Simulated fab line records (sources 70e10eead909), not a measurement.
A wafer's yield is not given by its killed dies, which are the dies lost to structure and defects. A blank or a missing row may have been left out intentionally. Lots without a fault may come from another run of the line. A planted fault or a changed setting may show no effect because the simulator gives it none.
Comparing a struck lot with a sound one :: flow nandHarc :: 44 steps out of a route of 1302
Sound: wafers L415.2, L415.4, L415.6. Wafers struck: L424.1, L424.3, L424.4. The cause comes at the end.
Each step with rows lists, per side, the tool, then ch with its chambers, then its first start. Under that, the readings that differ: sound wafers :: struck wafers :: difference of the means :: sigmas: that difference in standard deviations of wafers without a fault.
alike: readings with means less than 2 such deviations apart, plus words and numbers identical on both sides. not compared: withheld readings, readings lacking a value on some wafer, bounds such as >300 that could conceal the same value, and numbers that have no deviation in the record and whose values overlap.
The two part at a step that has a row with sigmas, a row that says differs or no value, or rows on one side only. Numbers that have no deviation but don't overlap get no sigmas and don't part them. A reading that every wafer of one side lacks parts them only if that side has two wafers or more.

NHARC_P_M0_PRE_CLEAN_31: time 12 s.
  sound on pecvd-04 ch 0,1,2, day 9 04:40; struck on pecvd-03 ch 0,1,2, day 13 00:46
  alike: heaterPowerW
then, 11 steps without rows for these wafers: NHARC_P_M0_DEP_32 (deposits SiCN, target thk 30 nm); NHARC_P_M1_DEP_00 (deposits SiOC, target thk 182.5 nm); NHARC_P_M1_DEHYDRATE_01 (time 120 s); NHARC_P_M1_HMDS_02 (time 30 s); NHARC_P_M1_COAT_34 (time 65 s); NHARC_P_M1_COAT_03 (resist thk 90 nm); NHARC_P_M1_SOFTBAKE_04 (time 55 s); NHARC_P_M1_EBR_05; NHARC_P_M1_EXPOSE_06 (exposes mask P M1, target cd 130 nm); NHARC_P_M1_PEB_07 (peb time 65 s); NHARC_P_M1_DEVELOP_08 (develop time 35 s).
NHARC_P_M1_CD_MEAS_09: the cd target is 130 nm.
  sound on cdSem-02 ch 0, day 9 05:51; struck on cdSem-03 ch 0, day 13 02:16
reading: cdNm (nm)
sound: 130.0 129.4 130.3
struck: 132.5 132.9 131.6
difference: +2.4
sigmas: +5
  not compared: hold
NHARC_P_M1_OVL_MEAS_10: pitch 260 nm.
  sound on overlay-01 at day 9 05:56; struck on overlay-01 at day 13 03:35
reading: hold
sound: - - -
struck: awaitDispo/1.2h/release awaitDispo/1.2h/release awaitDispo/1.2h/release
difference: no value on the sound wafers
sigmas: 
  alike: overlayXNm, overlayYNm
NHARC_P_M1_INSPECT_11:
  sound on defectInspect-01 at day 9 05:58; struck on defectInspect-01 at day 13 03:37
  alike: rawDefectCount
then, 2 steps without rows for these wafers: NHARC_P_M1_DESCUM_14 (chemistry O2, time 3 s); NHARC_P_M1_ETCH_35 (etches the open film in N2/H2, target depth 40 nm, overetch 12 nm, time 43.94 s).
NHARC_P_M1_ETCH_15: etches the open film in C4F8/Ar, target depth 182.5 nm, time 91.2 s.
  sound on rieDiel-09 ch 0,2,3; struck on rieDiel-08 ch 1,2,3
  alike: oesProductAu, rfVppV
  not compared: rfHoursCounterH
NHARC_P_M1_CD_MEAS_16:
  sound on cdSem-02 at day 9 06:20; struck on cdSem-03 at day 13 03:59
  alike: cdNm
then, 3 steps without rows for these wafers: NHARC_P_M1_STRIP_18 (strips in N2/H2); NHARC_P_M1_ETCH_28 (etches the open film in CF4/N2, target depth 30 nm, time 72.99 s); NHARC_P_M1_STRIP_19 (strips in post etch residue remover, time 600 s).
NHARC_P_M1_DEGAS_29: time 60 s.
  sound on pvdSputter-03 at day 9 07:07; struck on pvdSputter-01 at day 13 04:42
  alike: heaterPowerW
then, 4 steps without rows for these wafers: NHARC_P_M1_PRE_CLEAN_30 (time 30 s); NHARC_P_M1_PVD_20 (deposits TaN, target thk 5 nm, time 8.06 s); NHARC_P_M1_PVD_21 (deposits Cu, target thk 30 nm, time 20.49 s); NHARC_P_M1_ECD_22 (material Cu, target thk 400 nm).
NHARC_P_M1_ANNEAL_31: time 90 s.
  sound on rtpAnneal-01 ch 0, day 9 07:55; struck on rtpAnneal-02 ch 0, day 13 05:26
  alike: annealTempCMax, wafer_temp_C_max
then, 1 step without rows for these wafers: NHARC_P_M1_CMP_23 (polishes, t overpolish 20 s, target thk 157.82 nm).
NHARC_P_M1_THK_MEAS_24: measures by xrf.
  sound on filmMetro-01 at day 9 08:31; struck on filmMetro-01 at day 13 06:05
  alike: thkNm
following that, these wafers have no rows for 1 step: NHARC_P_M1_SRD_25.
NHARC_P_M1_INSPECT_27:
  sound on defectInspect-02 at day 9 08:40; struck on defectInspect-02 at day 13 06:15
  alike: rawDefectCount
then, 1 step without rows for these wafers: NHARC_P_M1_PRE_CLEAN_32 (time 12 s).
NHARC_P_M1_DEP_33: deposits SiCN, target thk 30 nm.
  sound on pecvd-04 ch 0,2, day 9 08:52; struck on pecvd-01 ch 0,2, day 13 06:24
  alike: heaterPowerW
then, 7 steps without rows for these wafers: NHARC_P_M2_DEP_00 (deposits SiOC, target thk 182.5 nm); NHARC_P_M2_DEHYDRATE_01 (time 120 s); NHARC_P_M2_HMDS_02 (time 30 s); NHARC_P_M2_COAT_34 (time 65 s); NHARC_P_M2_COAT_03 (resist thk 90 nm); NHARC_P_M2_SOFTBAKE_04 (time 55 s); NHARC_P_M2_EBR_05.
-- record jumps: 17 days separate the struck wafers' starts on either side; left off in module P_M2, taken up again in module A_BLC, whose first shown step is the route's number 1120 --
NHARC_A_BLC_DESCUM_15: chemistry O2, time 3 s.
  sound on rieDiel-06 ch 0,3, day 25 16:41; struck on rieDiel-09 ch 1,2,3, day 29 20:53
reading: model.A_BLC.cdNm (nm)
sound: 100.7 100.1 100.3
struck: 104.6 105.4 104.6
difference: +4.5
sigmas: 
  alike: drypumpMotorCurrentA, oesProductAu, rfVppV, showerheadPlenumPTorr, throttleValvePct
  not compared: rfHoursCounterH
NHARC_A_BLC_ETCH_18: etches the open film in C4F8/O2/Ar, target depth 910 nm.
  sound on rieDiel-06 ch 0,1,3; struck on rieDiel-09 ch 0,2,3
reading: oesProductAu (a.u.)
sound: 0.938 0.934 0.950
struck: 0.980 0.990 0.986
difference: +0.045
sigmas: +2

reading: model.A_BLC.cdNm (nm)
sound: 95.98 97.71 99.94
struck: 107.7 103.2 104.7
difference: +7.3
sigmas: 
  alike: rfVppV
  not compared: rfHoursCounterH
NHARC_END_SORT_01:
  sound on prober-02 ch 0, day 27 12:34; struck on prober-02 ch 0, day 31 15:49
  alike: defectLimitedYield, killedAtArray, killedAtOther, killedAtPeriphery, killedDies, killedOpen, killedShort

## WHERE THEY PART
Last at NHARC_A_BLC_ETCH_18 as far as this record goes, first at NHARC_P_M1_CD_MEAS_09. Later steps at which nothing parts them and some readings are alike: NHARC_END_SORT_01.

WHY: whatever the simulator had introduced
Metrology matching offset: cdSem-03, from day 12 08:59 on, at NHARC_P_M1_CD_MEAS_09. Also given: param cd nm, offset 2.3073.
